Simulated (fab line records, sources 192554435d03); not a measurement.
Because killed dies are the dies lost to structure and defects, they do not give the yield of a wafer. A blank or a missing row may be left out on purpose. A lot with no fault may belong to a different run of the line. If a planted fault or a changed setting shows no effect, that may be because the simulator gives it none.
fab line records | flow n5-finfet
[record] lots = 9 wafers = 27 last-day = 18
route steps=1938 shown BEOL_M4@1111 BEOL_M15@1809 MIM_BOT@1832 MIM_TOP@1834 PASSIVATION@1936
lots with no fault: from the same line, run without faults
start-h: the number of hours between the record's first day and the start of the first shown wafer of the lot | wait-h: hours since the lot's step before | " as in the row above | L1.1+2: a single row standing in for several wafers | - no value, or no start was given | * or withheld: withheld | < > ~ a bound
route shown NAME@n: NAME is a module with steps in the file, n the number in the route of the first one | usual: mean and standard deviation over wafers with no fault | same: alike in all rows | chamber/n: place in a boat | sites: per-site readings | _std_site: the standard deviation of these | _edge_site: mean of outer sites minus mean of inner sites | radius-mm: how far each site lies from the wafer's centre | mask NAME#n: copy n | behind: the last tool/chamber to shape the wafer | hold: why the lot went on hold/how many hours it stayed there/how the hold came to an end | device: whichever transistor did not switch (one of n, p or np) | end of line: the tests these same wafers got at the end of their route | a step given without rows: its recipe and nothing more | killed: not the wafer's yield, but the dies lost to structure and defects at the first sort | map: a wafer's dies, marking killed ones x, the rest . and places with no die _
set.NAME: the setting the step ran with; set.NAME@STEP: the setting that earlier step ran with | model.NAME: the simulator's own value behind a step, which no gauge read
the route's steps for a sample of lots (tables are steps, rows are wafers)
services: a tool's chamber out of use, with start hour (start-h, from the record's first day; less than 0 if before it), hours out, and reason
[[steps]]
[step N5_BEOL_M4_RC_MEAS_101]
[usual] DIBL_N = 36.5/1.4 DIBL_P = 36.6/1.9 IOFF_N = 0.167/0.029 IOFF_P = 0.21/0.033 ION_N = 674/12 ION_P = 460/8.9 SS_N = 71.6/0.57 SS_P = 73.4/0.61 VT_N = 249/3.3 VT_P = -250/3.3
// columns lot.wafer tool chamber start-h wait-h DIBL_N[mV/V] DIBL_P[mV/V] IOFF_N[nA/um] IOFF_P[nA/um] ION_N[uA/um] ION_P[uA/um] SS_N[mV/dec] SS_P[mV/dec] VT_N[mV] VT_P[mV]
L657.2 prober-01 0 178.16 0.2 33.5 31.3 0.126 0.18 677 470 70.3 72.9 250 -249
L657.5 " 0 " " 36.6 35.8 0.180 0.25 694 480 71.8 73.1 245 -247
L657.6 " 0 " " 33.2 31.9 0.119 0.18 671 460 70.9 72.5 252 -250
L662.3 prober-01 0 196.11 0.3 35.8 34.7 0.145 0.19 660 451 71.2 73.5 249 -251
L662.5 " 0 " " 35.5 34.8 0.150 0.20 681 465 71.0 73.2 250 -249
L662.6 " 0 " " 37.0 36.7 0.172 0.23 667 460 70.9 73.8 248 -248
L663.3 prober-01 0 204.07 0.3 37.1 38.5 0.212 0.25 682 468 72.3 73.9 246 -248
L663.4 " 0 " " 35.5 35.8 0.180 0.21 694 470 72.4 72.8 246 -249
L663.6 " 0 " " 35.7 36.4 0.170 0.21 678 462 72.6 73.1 248 -249
L664.3 prober-01 0 210.55 0.3 36.1 36.2 0.176 0.26 697 483 71.6 73.3 245 -244
L664.4 " 0 " " 34.1 34.4 0.137 0.23 680 475 70.8 73.2 249 -244
L664.5 " 0 " " 37.8 38.3 0.221 0.30 711 487 72.2 74.0 242 -242
L668.1 prober-01 0 233.39 0.0 37.6 37.8 0.174 0.24 669 461 71.9 73.7 250 -250
L668.3 " 0 " " 36.9 38.0 0.172 0.26 694 477 71.3 73.5 248 -247
L668.4 " 0 " " 36.2 36.3 0.153 0.22 684 468 71.9 73.2 249 -247
L675.4 prober-01 0 289.69 0.5 37.9 38.4 0.174 0.24 668 462 72.1 73.4 248 -251
L675.5 " 0 " " 39.4 41.1 0.228 0.29 703 481 71.8 74.9 245 -247
L675.6 " 0 " " 38.6 38.5 0.181 0.23 658 452 71.8 73.6 250 -251
L678.1 prober-02 0 295.18 0.0 34.0 34.6 0.139 0.20 679 465 71.0 72.8 250 -249
L678.3 " 0 " " 36.4 37.1 0.179 0.24 669 466 72.0 73.6 247 -243
L678.4 " 0 " " 36.2 37.3 0.174 0.25 674 467 71.8 73.0 248 -245
L679.3 prober-01 0 304.14 0.3 36.3 35.9 0.147 0.21 659 459 71.3 72.9 253 -249
L679.4 " 0 " " 38.2 37.1 0.161 0.23 665 457 71.4 73.6 250 -250
L679.6 " 0 " " 37.6 37.4 0.169 0.24 668 464 72.0 73.7 246 -249
L680.2 prober-01 0 308.71 0.2 35.2 34.8 0.133 0.19 649 452 72.1 72.1 252 -252
L680.3 " 0 " " 35.4 35.0 0.141 0.20 670 462 71.4 72.8 250 -251
L680.5 " 0 " " 36.6 36.5 0.165 0.21 663 447 72.4 71.9 249 -251
[step N5_BEOL_M15_TRENCH_ETCH_34]
[recipe] chemistry = C4F8/O2/Ar target = SiO2 target-depth-a = 8729.3 he-inner-torr = 15 he-outer-torr = 30 time-s = 199 ion-energy-ev = 800 pressure-mtorr = 20 source-w = 1905 bias-w = 2040 Ar_flow_sccm = 400 C4F8_flow_sccm = 16 O2_flow_sccm = 12
[usual] drypump-motor-current-A = 5.6/0.44 oes-product-au = 0.82/0.087 rf-fwd-power-W = 1900/5.7 rf-vpp-V = 2219/41 showerhead-plenum-p-Torr = 3.40/0.12 throttle-valve-pct = 30.71/0.22
// columns lot.wafer tool chamber start-h wait-h drypump-motor-current-A oes-product-au rf-fwd-power-W rf-hours-counter-h rf-vpp-V showerhead-plenum-p-Torr throttle-valve-pct
L657.2 rie-diel-04 2 255.13 0.0 6.2 0.84 1892 72 2237 3.50 30.63
L657.5 " 1 " " 5.7 0.74 1899 - 2180 3.17 30.61
L657.6 " 3 " " 5.2 0.68 1900 - 2186 3.28 30.74
L662.3 rie-diel-03 1 268.55 0.0 6.3 0.90 1906 16 2252 3.51 31.18
L662.5 " 2 " " 5.0 0.88 1900 - 2296 3.47 30.41
L662.6 " 1 " " 6.3 0.91 1897 - 2252 3.51 31.20
L663.3 rie-diel-01 2 279.10 0.0 5.2 0.75 1898 167 2234 3.30 30.72
L663.4 " 0 " " 5.0 0.87 1900 33 2194 3.39 30.66
L663.6 " 1 " " 5.8 0.81 1900 - 2168 3.35 30.74
L664.3 rie-diel-01 3 288.32 0.0 5.6 0.74 1890 188 2263 3.57 30.76
L664.4 " 1 " " 5.8 0.81 1903 110 2169 3.35 30.73
L664.5 " 1 " " 5.8 0.81 1904 - 2169 3.35 30.75
L668.1 rie-diel-03 1 312.34 0.0 6.3 0.87 1904 29 2251 3.51 31.20
L668.3 " 0 " " 6.1 0.94 1906 16 2186 3.35 30.35
L668.4 " 3 " " 5.7 0.94 1894 9 2161 3.39 30.97
L675.4 rie-diel-01 3 374.08 0.0 5.6 0.71 1897 213 2262 3.55 30.80
L675.5 " 0 " " 4.9 0.67 1904 - 2193 3.38 30.44
L675.6 " 3 " " 5.6 0.71 1895 - 2260 3.55 30.78
L678.1 rie-diel-01 0 377.29 0.0 5.0 0.67 1901 62 2192 3.38 30.44
L678.3 " 2 " " 5.2 0.73 1899 196 2234 3.29 30.74
L678.4 " 3 " " 5.6 0.71 1904 214 2260 3.55 30.80
L679.3 rie-diel-04 1 386.45 0.0 5.7 0.70 1904 205 2178 3.14 30.64
L679.4 " 0 " " 5.8 0.88 1901 38 2215 3.34 30.78
L679.6 " 3 " " 5.2 0.96 1902 - 2218 3.66 30.54
L680.2 rie-diel-03 2 409.35 0.0 5.0 0.83 1894 77 2294 3.45 30.44
L680.3 " 3 " " 5.7 0.87 1904 39 2160 3.37 30.98
L680.5 " 2 " " 5.0 0.82 1896 - 2294 3.45 30.44
[step N5_BEOL_M15_SPUTTER_45]
[recipe] material = Cu target-thk-a = 1000 temp-c = -20 bias-v = 60 power-w = 26000 chamber-pressure-pa = 0.13 time-s = 16.67
[usual] throttle-valve-pct = 30.1/1.2
// columns lot.wafer tool chamber start-h wait-h throttle-valve-pct
L657.2 pvd-sputter-02 - 259.28 0.0 30.6
L657.5 " - " " 29.4
L657.6 " - " " 30.7
L662.3 pvd-sputter-02 - 270.60 0.0 29.8
L662.5 " - " " 29.4
L662.6 " - " " 29.9
L663.3 pvd-sputter-01 - 281.58 0.0 30.9
L663.4 " - " " 29.5
L663.6 " - " " 30.6
L664.3 pvd-sputter-03 - 289.41 0.0 31.1
L664.4 " - " " 28.2
L664.5 " - " " 31.1
L668.1 pvd-sputter-02 - 316.73 0.0 29.9
L668.3 " - " " 30.3
L668.4 " - " " 29.3
L675.4 pvd-sputter-01 - 376.55 0.0 29.2
L675.5 " - " " 29.2
L675.6 " - " " 32.8
L678.1 pvd-sputter-03 - 381.17 0.0 29.5
L678.3 " - " " 28.2
L678.4 " - " " 30.8
L679.3 pvd-sputter-01 - 389.25 0.0 30.6
L679.4 " - " " 32.6
L679.6 " - " " 29.5
L680.2 pvd-sputter-01 - 411.96 0.0 30.6
L680.3 " - " " 29.4
L680.5 " - " " 29.1
[step N5_BEOL_M15_THK_MEAS_50]
[recipe] thk-meas-gauge = xrf reads = Cu_of_BEOL_M15_ECD_47
[usual] M15_THK = 826/18
// columns lot.wafer tool chamber start-h wait-h M15_THK[nm]
L657.2 film-metro-02 - 260.51 - 800
L657.5 " - " " 808
L657.6 " - " " 808
L662.3 film-metro-01 - 271.57 - 845
L662.5 " - " " 836
L662.6 " - " " 847
L663.3 film-metro-01 - 282.53 - 807
L663.4 " - " " 794
L663.6 " - " " 807
L664.3 film-metro-01 - 290.36 - 815
L664.4 " - " " 829
L664.5 " - " " 835
L668.1 film-metro-01 - 317.82 - 835
L668.3 " - " " 851
L668.4 " - " " 839
L675.4 film-metro-01 - 377.89 - 818
L675.5 " - " " 547
L675.6 " - " " 818
L678.1 film-metro-01 - 382.12 - 543
L678.3 " - " " 827
L678.4 " - " " 813
L679.3 film-metro-02 - 390.22 - 801
L679.4 " - " " 840
L679.6 " - " " 846
L680.2 film-metro-01 - 412.91 - 835
L680.3 " - " " 855
L680.5 " - " " 836
[step N5_BEOL_M15_RS_MEAS_54]
[recipe] thk-meas-gauge = four-point-probe reads = Cu_of_BEOL_M15_ECD_47+Ta_of_BEOL_M15_SPUTTER_44+TaN_of_BEOL_M15_SPUTTER_43
[usual] M15_RS = 0.0215/0.00045
// columns lot.wafer tool chamber start-h wait-h M15_RS[ohm/sq]
L657.2 film-metro-01 - 260.64 0.1 0.0219
L657.5 " - " " 0.0218
L657.6 " - " " 0.0217
L662.3 film-metro-02 - 271.70 0.1 0.0211
L662.5 " - " " 0.0214
L662.6 " - " " 0.0211
L663.3 film-metro-01 - 282.66 0.1 0.0217
L663.4 " - " " 0.0222
L663.6 " - " " 0.0218
L664.3 film-metro-01 - 290.51 0.1 0.0218
L664.4 " - " " 0.0214
L664.5 " - " " 0.0214
L668.1 film-metro-01 - 317.95 0.0 0.0215
L668.3 " - " " 0.0208
L668.4 " - " " 0.0212
L675.4 film-metro-02 - 378.02 0.0 0.0219
L675.5 " - " " 0.0332
L675.6 " - " " 0.0220
L678.1 film-metro-01 - 382.25 0.0 0.0333
L678.3 " - " " 0.0216
L678.4 " - " " 0.0219
L679.3 film-metro-02 - 390.35 0.1 0.0221
L679.4 " - " " 0.0210
L679.6 " - " " 0.0208
L680.2 film-metro-01 - 413.04 0.1 0.0214
L680.3 " - " " 0.0210
L680.5 " - " " 0.0212
[step N5_MIM_BOT_DEGAS_01]
[recipe] ambient = vacuum temp-c = 300 time-s = 60
[usual] heater-power-w = 487/22
// columns lot.wafer tool chamber start-h wait-h heater-power-w
L657.2 pvd-sputter-02 - 261.72 0.1 471
L657.5 " - " " 477
L657.6 " - " " 501
L662.3 pvd-sputter-03 - 273.27 0.5 466
L662.5 " - " " 527
L662.6 " - " " 460
L663.3 pvd-sputter-02 - 284.91 1.2 459
L663.4 " - " " 491
L663.6 " - " " 501
L664.3 pvd-sputter-01 - 291.69 0.1 474
L664.4 " - " " 464
L664.5 " - " " 522
L668.1 pvd-sputter-01 - 319.99 1.0 473
L668.3 " - " " 470
L668.4 " - " " 537
L675.4 pvd-sputter-03 - 380.33 1.3 506
L675.5 " - " " 470
L675.6 " - " " 529
L678.1 pvd-sputter-02 - 384.01 0.7 480
L678.3 " - " " 500
L678.4 " - " " 481
L679.3 pvd-sputter-03 - 392.64 1.2 456
L679.4 " - " " 497
L679.6 " - " " 517
L680.2 pvd-sputter-01 - 414.28 0.2 540
L680.3 " - " " 478
L680.5 " - " " 456
[step N5_MIM_TOP_ALD_00]
[recipe] material = Al2O3 target-thk-a = * temp-c = withheld ald-precursor-family = TMA ald-co-reactant = O3 pulse-time-s = withheld purge-time-s = 3 co-reactant-purge-time-s = withheld co-reactant-pulse-time-s = 3 ald-cycles = withheld
[usual] precursor-pulse-height-rel = 1.000/0.022
// columns lot.wafer tool chamber start-h wait-h precursor-pulse-height-rel
L657.2 ald-hk-02 1 261.87 0.1 0.977
L657.5 " 1 " " 1.012
L657.6 " 0 " " 1.018
L662.3 ald-hk-02 3 273.41 0.1 0.998
L662.5 " 3 " " 0.985
L662.6 " 0 " " 1.034
L663.3 ald-hk-01 2 285.05 0.1 1.008
L663.4 " 3 " " 0.989
L663.6 " 3 " " 0.993
L664.3 ald-hk-01 1 291.83 0.1 0.999
L664.4 " 3 " " 1.011
L664.5 " 2 " " 1.015
L668.1 ald-hk-01 1 320.13 0.1 1.008
L668.3 " 0 " " 0.994
L668.4 " 2 " " 1.001
L675.4 ald-hk-01 0 380.47 0.1 0.996
L675.5 " 0 " " 0.989
L675.6 " 1 " " 1.022
L678.1 ald-hk-01 2 384.15 0.1 1.000
L678.3 " 1 " " 0.975
L678.4 " 0 " " 0.996
L679.3 ald-hk-01 1 392.78 0.1 1.028
L679.4 " 2 " " 0.981
L679.6 " 1 " " 0.989
L680.2 ald-hk-01 3 414.42 0.1 0.948
L680.3 " 2 " " 1.033
L680.5 " 0 " " 1.029
[step N5_PASSIVATION_PROBE_49]
[usual] defect-limited-yield = 91.2/1.6 killed_at_M0_to_M3 = 34/11 killed_at_M4_up = 14/5.7 killed-at-contacts = 14/6.6 killed-at-front-end = 37/10 killed-at-other = 4/3.2 killed-dies = 104/19 killed-open = 69/13 killed-short = 33/8.7 sort_bin_5_function = 5.1/1 sort_bin_6_memory = 3.3/0.76 sort_bin_8_speed = 0.00/0.016 sort-n-pass = 1076/19
[same] gross-dies = 1180 killed-at-back-side = 0 sort_bin_4_leakage[%] = 0
// columns lot.wafer tool chamber start-h wait-h defect-limited-yield[%] killed_at_M0_to_M3 killed_at_M4_up killed-at-contacts killed-at-front-end killed-at-other killed-dies killed-open killed-short sort_bin_5_function[%] sort_bin_6_memory[%] sort_bin_8_speed[%] sort-n-pass
L657.2 prober-02 - 273.83 0.1 89.2 40 17 18 47 5 127 89 37 6.9 3.5 0 1053
L657.5 prober-02 - 273.98 0.2 87.9 52 19 13 55 4 143 105 38 7.7 4.0 0 1037
L657.6 prober-02 - 274.03 0.3 92.8 25 17 9 30 4 85 50 34 4.1 3.1 0 1095
L662.3 prober-01 - 284.68 0.1 89.1 50 27 12 35 5 129 81 46 6.3 4.2 0 1051
L662.5 prober-01 - 284.78 0.2 88.8 50 22 18 40 2 132 92 40 7.3 3.7 0 1048
L662.6 prober-01 - 284.83 0.3 86.6 79 19 19 40 1 158 99 58 7.2 5.6 0 1022
L663.3 prober-01 - 297.49 0.1 90.7 27 10 17 52 4 110 85 24 5.3 3.9 0 1070
L663.4 prober-01 - 297.54 0.2 92.0 28 10 14 38 4 94 62 32 5.3 2.5 0 1086
L663.6 prober-01 - 297.64 0.3 92.4 25 8 14 38 5 90 63 27 4.5 2.8 0 1090
L664.3 prober-02 - 305.10 0.1 92.7 37 4 4 37 4 86 57 29 5.1 2.0 0 1094
L664.4 prober-02 - 305.15 0.2 92.0 47 12 6 26 3 94 69 25 4.7 2.6 0 1086
L664.5 prober-02 - 305.20 0.2 90.8 36 14 17 34 8 109 84 25 4.8 4.2 0 1071
L668.1 prober-01 - 331.48 0.0 94.0 27 9 13 17 5 71 48 21 3.1 2.7 0 1109
L668.3 prober-01 - 331.58 0.1 90.8 36 26 13 30 4 109 80 26 5.4 3.5 0 1071
L668.4 prober-01 - 331.63 0.2 90.8 35 21 22 25 6 109 75 31 5.5 3.5 0 1071
L678.1 prober-02 - 394.93 0.0 88.9 39 25 12 54 1 131 62 51 5.8 3.5 0.42 1049
L678.3 prober-02 - 395.03 0.1 91.2 26 20 15 40 3 104 65 36 4.7 3.7 0 1076
L678.4 prober-02 - 395.08 0.2 90.5 28 21 14 48 1 112 65 43 5.4 3.6 0 1068
L675.4 prober-01 - 395.88 0.2 93.1 19 12 7 35 8 81 50 29 3.8 3.0 0 1099
L675.5 prober-01 - 395.93 0.2 90.5 36 13 12 44 7 112 71 39 5.0 4.0 0.17 1068
L675.6 prober-01 - 395.98 0.3 91.1 45 6 10 39 5 105 73 31 5.3 3.5 0 1075
L679.3 prober-02 - 404.29 0.5 89.4 40 14 20 49 2 125 78 40 5.3 4.7 0 1055
L679.4 prober-02 - 404.34 0.5 89.5 41 21 15 43 4 124 75 48 6.1 4.2 0 1056
L679.6 prober-02 - 404.44 0.6 89.2 44 11 24 43 6 128 77 51 6.2 4.2 0 1052
L680.2 prober-02 - 425.39 0.1 91.5 32 7 20 28 13 100 68 31 4.7 3.6 0 1080
L680.3 prober-02 - 425.44 0.1 91.1 35 17 11 29 13 105 53 52 4.8 3.6 0 1075
L680.5 prober-02 - 425.54 0.2 91.5 31 16 9 32 12 100 66 32 5.6 2.7 0 1080
// killed by level:class
L657.2 FIN_SAQP:geometric-particle:open=20 MOL_CONTACT_COAG:geometric-particle:open=16 BEOL_M0_SAQP:geometric-particle:short=9 BEOL_M1:geometric-particle:open=7 STI_FIN_REVEAL:geometric-particle:open=6 BEOL_M2:geometric-particle:open=6 BEOL_M3:geometric-particle:open=6 BEOL_M4:geometric-particle:open=6
L657.5 FIN_SAQP:geometric-particle:open=19 BEOL_M0_SAQP:geometric-particle:open=17 STI_FIN_REVEAL:geometric-particle:open=9 MOL_CONTACT_COAG:geometric-particle:open=9 BEOL_M0_SAQP:geometric-particle:short=9 BEOL_M2:geometric-particle:open=9 BEOL_M3:geometric-particle:open=8 BEOL_M8:geometric-particle:open=6
L657.6 FIN_SAQP:geometric-particle:open=8 MOL_CONTACT_COAG:geometric-particle:open=8 FIN_SAQP:geometric-particle:short=7 BEOL_M2:geometric-particle:open=6 GATE_CUT:geometric-particle:short=4 BEOL_M0_SAQP:geometric-particle:short=4 BEOL_M0:geometric-particle:open=4 BEOL_M4:geometric-particle:open=4
L662.3 BEOL_M4:geometric-particle:open=18 MOL_CONTACT_COAG:geometric-particle:open=11 BEOL_M0_SAQP:geometric-particle:open=11 BEOL_M0_SAQP:geometric-particle:short=11 FIN_SAQP:geometric-particle:open=10 BEOL_M1:geometric-particle:open=9 FIN_SAQP:geometric-particle:short=7 BEOL_M1:geometric-particle:short=6
L662.5 MOL_CONTACT_COAG:geometric-particle:open=14 BEOL_M1:geometric-particle:open=13 BEOL_M4:geometric-particle:open=13 FIN_SAQP:geometric-particle:short=9 BEOL_M0_SAQP:geometric-particle:short=9 BEOL_M0:geometric-particle:open=8 BEOL_M3:geometric-particle:open=6 FIN_SAQP:geometric-particle:open=5
L662.6 BEOL_M0_SAQP:geometric-particle:open=25 BEOL_M0_SAQP:geometric-particle:short=23 MOL_CONTACT_COAG:geometric-particle:open=17 FIN_SAQP:geometric-particle:short=12 BEOL_M1:geometric-particle:open=10 BEOL_M4:geometric-particle:open=10 BEOL_M2:geometric-particle:open=9 FIN_SAQP:geometric-particle:open=5
L663.3 STI_FIN_REVEAL:geometric-particle:open=27 MOL_CONTACT_COAG:geometric-particle:open=15 BEOL_M3:geometric-particle:open=11 BEOL_M1:geometric-particle:open=8 STI_FIN_REVEAL:geometric-particle:short=6 GATE_CUT:geometric-particle:short=6 BEOL_M4:geometric-particle:open=6 GATE_CUT:geometric-particle:open=4
L663.4 BEOL_M1:geometric-particle:short=12 MOL_CONTACT_COAG:geometric-particle:open=10 STI_FIN_REVEAL:geometric-particle:open=9 DUMMY_GATE:geometric-particle:open=7 BEOL_M1:geometric-particle:open=5 BEOL_M3:geometric-particle:open=5 FIN_SAQP:geometric-particle:short=4 FIN_SAQP:geometric-particle:open=4
L663.6 STI_FIN_REVEAL:geometric-particle:open=14 MOL_CONTACT_COAG:geometric-particle:open=13 FIN_SAQP:geometric-particle:open=7 FIN_SAQP:geometric-particle:short=5 BEOL_M0_SAQP:geometric-particle:open=5 BEOL_M3:geometric-particle:short=4 BEOL_M3:geometric-particle:open=4 BEOL_M0_SAQP:geometric-particle:short=3
L664.3 BEOL_M2:geometric-particle:open=10 STI_FIN_REVEAL:geometric-particle:open=7 DUMMY_GATE:geometric-particle:open=7 BEOL_M0_SAQP:geometric-particle:short=7 BEOL_M1:geometric-particle:open=6 GATE_CUT:geometric-particle:short=5 BEOL_M3:geometric-particle:open=5 BEOL_M0_SAQP:geometric-particle:open=4
L664.4 BEOL_M3:geometric-particle:open=11 BEOL_M1:geometric-particle:open=10 BEOL_M0_SAQP:geometric-particle:open=8 BEOL_M2:geometric-particle:open=7 GATE_CUT:geometric-particle:short=5 MOL_CONTACT_COAG:geometric-particle:open=5 BEOL_M0_SAQP:geometric-particle:short=5 DUMMY_GATE:geometric-particle:open=4
L664.5 STI_FIN_REVEAL:geometric-particle:open=15 MOL_CONTACT_COAG:geometric-particle:open=14 BEOL_M0_SAQP:geometric-particle:open=12 BEOL_M1:geometric-particle:open=6 PAD_METAL:geometric-particle:open=6 DUMMY_GATE:geometric-particle:open=5 BEOL_M0_SAQP:geometric-particle:short=5 BEOL_M2:geometric-particle:open=5
L668.1 MOL_CONTACT_COAG:geometric-particle:open=10 BEOL_M1:geometric-particle:open=7 GATE_CUT:geometric-particle:short=6 BEOL_M0:geometric-particle:open=4 BEOL_M2:geometric-particle:open=4 BEOL_M3:geometric-particle:open=4 STI_FIN_REVEAL:geometric-particle:open=3 DUMMY_GATE:geometric-particle:open=2
L668.3 BEOL_M4:geometric-particle:open=14 MOL_CONTACT_COAG:geometric-particle:open=11 DUMMY_GATE:geometric-particle:open=8 BEOL_M0_SAQP:geometric-particle:short=8 BEOL_M0_SAQP:geometric-particle:open=7 BEOL_M2:geometric-particle:open=6 STI_FIN_REVEAL:geometric-particle:open=5 BEOL_M3:geometric-particle:open=5
L668.4 MOL_CONTACT_COAG:geometric-particle:open=14 BEOL_M4:geometric-particle:open=10 BEOL_M1:geometric-particle:open=9 BEOL_M0_SAQP:geometric-particle:short=8 FIN_SAQP:geometric-particle:open=7 MOL_CONTACT_COAG:geometric-particle:short=6 BEOL_M0_SAQP:geometric-particle:open=5 BEOL_M5:geometric-particle:open=4
L678.1 FIN_SAQP:geometric-particle:open=12 FIN_SAQP:geometric-particle:short=11 BEOL_M1:geometric-particle:open=10 HKMG_FIN:area-etch=10 BEOL_M0:geometric-particle:short=7 BEOL_M5:geometric-particle:open=6 MOL_CONTACT_COAG:geometric-particle:short=6 MOL_CONTACT_COAG:geometric-particle:open=6
L678.3 MOL_CONTACT_COAG:geometric-particle:open=13 BEOL_M4:geometric-particle:open=9 STI_FIN_REVEAL:geometric-particle:open=8 BEOL_M2:geometric-particle:open=7 FIN_SAQP:geometric-particle:open=6 FIN_SAQP:geometric-particle:short=5 GATE_CUT:geometric-particle:short=5 BEOL_M0_SAQP:geometric-particle:open=4
L678.4 FIN_SAQP:geometric-particle:short=16 MOL_CONTACT_COAG:geometric-particle:open=12 STI_FIN_REVEAL:geometric-particle:open=9 FIN_SAQP:geometric-particle:open=7 BEOL_M4:geometric-particle:open=6 BEOL_M4:geometric-particle:short=5 STARTING-WAFER:geometric-particle:short=5 BEOL_M1:geometric-particle:open=4
L675.4 FIN_SAQP:geometric-particle:open=11 BEOL_M0_SAQP:geometric-particle:open=7 FIN_SAQP:geometric-particle:short=6 GATE_CUT:geometric-particle:short=6 BEOL_M0_SAQP:geometric-particle:short=6 MOL_CONTACT_COAG:geometric-particle:open=5 BEOL_M4:geometric-particle:open=5 STI_FIN_REVEAL:geometric-particle:open=3
L675.5 FIN_SAQP:geometric-particle:open=12 MOL_CONTACT_COAG:geometric-particle:open=10 FIN_SAQP:geometric-particle:short=8 BEOL_M3:geometric-particle:open=8 BEOL_M1:geometric-particle:open=7 BEOL_M2:geometric-particle:open=7 GATE_CUT:geometric-particle:short=6 STARTING-WAFER:geometric-particle:short=5
L675.6 BEOL_M3:geometric-particle:open=21 GATE_CUT:geometric-particle:short=9 FIN_SAQP:geometric-particle:open=8 MOL_CONTACT_COAG:geometric-particle:open=8 BEOL_M0_SAQP:geometric-particle:open=8 STI_FIN_REVEAL:geometric-particle:open=7 DUMMY_GATE:geometric-particle:open=4 FIN_SAQP:geometric-particle:short=3
L679.3 MOL_CONTACT_COAG:geometric-particle:open=16 BEOL_M2:geometric-particle:open=13 FIN_SAQP:geometric-particle:short=11 GATE_CUT:geometric-particle:short=8 BEOL_M0_SAQP:geometric-particle:short=7 FIN_SAQP:geometric-particle:open=6 BEOL_M0_SAQP:geometric-particle:open=6 STI_FIN_REVEAL:geometric-particle:open=5
L679.4 MOL_CONTACT_COAG:geometric-particle:open=13 FIN_SAQP:geometric-particle:short=11 BEOL_M3:geometric-particle:open=11 BEOL_M2:geometric-particle:open=10 FIN_SAQP:geometric-particle:open=6 STI_FIN_REVEAL:geometric-particle:open=6 GATE_CUT:geometric-particle:short=6 BEOL_M0_SAQP:geometric-particle:open=6
L679.6 MOL_CONTACT_COAG:geometric-particle:open=20 FIN_SAQP:geometric-particle:short=16 STI_FIN_REVEAL:geometric-particle:open=10 BEOL_M1:geometric-particle:open=8 BEOL_M0_SAQP:geometric-particle:short=7 BEOL_M0:geometric-particle:open=7 FIN_SAQP:geometric-particle:open=6 DUMMY_GATE:geometric-particle:open=5
L680.2 MOL_CONTACT_COAG:geometric-particle:open=17 BEOL_M3:geometric-particle:open=9 BEOL_M0_SAQP:geometric-particle:open=6 FIN_SAQP:geometric-particle:short=5 FIN_SAQP:geometric-particle:open=4 BEOL_M0_SAQP:geometric-particle:short=4 BEOL_M2:geometric-particle:open=4 BEOL_M4:geometric-particle:open=4
L680.3 BEOL_M3:geometric-particle:open=12 FIN_SAQP:geometric-particle:short=11 BEOL_M4:geometric-particle:open=8 MOL_CONTACT_COAG:geometric-particle:open=7 BEOL_M1:geometric-particle:open=6 MOL_CONTACT_COAG:geometric-particle:short=4 BEOL_M4:geometric-particle:short=4 PAD_METAL:geometric-particle:open=4
L680.5 FIN_SAQP:geometric-particle:open=8 MOL_CONTACT_COAG:geometric-particle:open=8 BEOL_M0_SAQP:geometric-particle:open=7 BEOL_M0:geometric-particle:open=6 BEOL_M1:geometric-particle:open=6 PASS1_CAP:geometric-particle:open=6 FIN_SAQP:geometric-particle:short=5 BEOL_M4:geometric-particle:open=5
[[services]]
// columns tool chamber start-h hours kind
rie-diel-03 0 234.11 - clean
rie-diel-03 0 234.11 - consumable-replace:focus-ring
rie-diel-03 0 234.11 26.9 scheduled-down
rie-diel-03 0 234.11 26.9 vent-cycle
rie-diel-04 0 235.68 - clean
rie-diel-04 0 235.68 - consumable-replace:focus-ring
rie-diel-04 0 235.68 26.3 scheduled-down
rie-diel-04 0 235.68 26.3 vent-cycle
rie-diel-04 - 237.68 2.8 pm
rie-diel-01 0 254.85 1.3 repair
rie-diel-03 3 261.00 - clean
rie-diel-03 3 261.00 - consumable-replace:focus-ring
rie-diel-03 3 261.00 17.3 scheduled-down
rie-diel-03 3 261.00 17.3 vent-cycle
rie-diel-01 0 269.55 3.6 repair
rie-diel-04 - 288.48 2.1 repair
rie-diel-01 1 305.80 8.6 repair
pvd-sputter-03 - 309.90 0.8 repair
pvd-sputter-01 - 335.20 1.6 repair
rie-diel-03 1 336.61 1.6 repair
rie-diel-04 3 336.67 - clean
rie-diel-04 3 336.67 - consumable-replace:focus-ring
ald-hk-01 - 341.39 1.0 repair
rie-diel-03 2 383.66 6.4 repair
[[key]]
[first-sign] step = N5_BEOL_M15_THK_MEAS_50 reading = M15_THK direction = down sigmas = 16 usual = 826 struck = 545
[effect] step = N5_BEOL_M15_RS_MEAS_54 reading = M15_RS direction = up sigmas = 26 usual = 0.0215 struck = 0.0332
[effect] step = N5_PASSIVATION_PROBE_49 reading = sort_bin_8_speed direction = up sigmas = 3.5 usual = 0.00 struck = 0.30
met-at N5_BEOL_M15_TRENCH_ETCH_34
struck-lots L675,L678
struck-wafers L675.5,L678.1
not-acting-at N5_BEOL_M15_SPUTTER_45,N5_MIM_BOT_DEGAS_01,N5_MIM_TOP_ALD_00
onset-between 279.10 374.08
[fault] kind = process-parameter-drift tool = rie-diel-01 chamber = 0 onset-h = 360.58 steps = N5_BEOL_M15_TRENCH_ETCH_34 channel = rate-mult offset = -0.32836 shape = step end-h = 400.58
